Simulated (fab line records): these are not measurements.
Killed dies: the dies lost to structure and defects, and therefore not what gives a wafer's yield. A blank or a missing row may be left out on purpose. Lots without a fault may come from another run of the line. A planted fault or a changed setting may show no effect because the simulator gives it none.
Struck lot and sound lot, side by side | flow n5Finfet | 35 steps out of a route of 1938
Sound: these wafers, L141.2, L141.4, L141.6. Wafers L131.2, L131.3, L131.4 were the ones struck. Last of all comes the cause.
For every step that has rows: the tool of each side, followed by ch and its chambers, followed by its first start. Under that, the readings that differ: sound wafers | struck wafers | difference of the means | sigmas: that difference in standard deviations of wafers without a fault.
alike: readings with means less than 2 such deviations apart, plus words and numbers identical on both sides. not compared: withheld readings, readings lacking a value on some wafer, bounds such as >300 that could conceal the same value, and numbers that have no deviation in the record and whose values overlap.
The two part at a step that has a row with sigmas, a row that says differs or no value, or rows on one side only. Numbers that don't overlap but have no deviation are shown without sigmas and don't part them. Lack of a reading on every wafer of one side parts them only where that side has two or more wafers.

first, 11 steps without rows for these wafers: N5_BEOL_M14_DESCUM_33 (chemistry O2, time 7.9 s); N5_BEOL_M14_ETCH_67 (etches SiARC in CF4, target depth 143 nm, time 238.3 s); N5_BEOL_M14_ETCH_68 (etches SOC in N2/H2, time 450 s); N5_BEOL_M14_STRIP_69 (strips in N2/H2); N5_BEOL_M14_TRENCH_ETCH_34 (etches SiO2 in C4F8/O2/Ar, target depth 556.65 nm, time 126.9 s); N5_BEOL_M14_STRIP_70 (strips in C4F8/O2/Ar); N5_BEOL_M14_STRIP_37 (strips in O2); N5_BEOL_M14_ETCH_38 (etches SiCN in CF4/N2, target depth 106.5 nm, time 120.6 s); N5_BEOL_M14_PRECLEAN_39 (cleans in residue remover, time 60 s); N5_BEOL_M14_SRD_40 (time 30 s, dry time 30 s); N5_BEOL_M14_DEGAS_41 (time 60 s).
N5_BEOL_M14_PRE_CLEAN_42: time 30 s.
  sound on pvdSputter-02 at day 17 08:14; struck on pvdSputter-03 at day 14 07:16
  alike: heaterPowerW, susceptorTempC
then, 22 steps without rows for these wafers: N5_BEOL_M14_SPUTTER_43 (material TaN, target thk 15 nm, time 24.19 s); N5_BEOL_M14_SPUTTER_44 (material Ta, target thk 15 nm, time 24.19 s); N5_BEOL_M14_SPUTTER_45 (material Cu, target thk 100 nm, time 16.67 s); N5_BEOL_M14_ECD_47 (material Cu, target thk 1248 nm); N5_BEOL_M14_ANNEAL_48 (time 90 s); N5_BEOL_M14_CMP_49 (polishes, stops on SiO2, t overpolish 5.2 s, target thk 560 nm); N5_BEOL_M14_PRE_CLEAN_52 (time 15 s); N5_BEOL_M14_DEP_53 (deposits SiCN from 3MS/NH3, target thk 50 nm, time 17.8 s); N5_BEOL_M15_ILD_DEP_00 (deposits SiO2 from TEOS/O2, target thk 1629.3 nm, time 346.1 s); N5_BEOL_M15_COAT_58 (time 60 s, resist thk 89 nm); N5_BEOL_M15_COAT_04 (resist thk 800 nm); N5_BEOL_M15_EBR_06; N5_BEOL_M15_SOFTBAKE_05 (time 60 s); N5_BEOL_M15_EXPOSE_07 (exposes mask V14); N5_BEOL_M15_PEB_08 (peb time 90 s); N5_BEOL_M15_DEVELOP_09 (develop time 45 s); N5_BEOL_M15_HARDBAKE_14 (time 120 s); N5_BEOL_M15_DESCUM_15 (chemistry O2, time 7.9 s); N5_BEOL_M15_ETCH_59 (etches BARC in N2/H2, target depth 89 nm, overetch 26.7 nm, time 67.9 s); N5_BEOL_M15_VIA_ETCH_16 (etches SiO2 in C4F8/O2/Ar, target depth 1792.2 nm); N5_BEOL_M15_STRIP_63 (strips in O2); N5_BEOL_M15_STRIP_64 (strips in O2).
N5_PASSIVATION_PROBE_49:
  rows exist in the record for the struck wafers here (prober-02, day 15 03:58), but not for the sound ones

== WHERE THEY PART ==
Only at N5_PASSIVATION_PROBE_49, as far as this record shows.

WHY: the cause the simulator had injected
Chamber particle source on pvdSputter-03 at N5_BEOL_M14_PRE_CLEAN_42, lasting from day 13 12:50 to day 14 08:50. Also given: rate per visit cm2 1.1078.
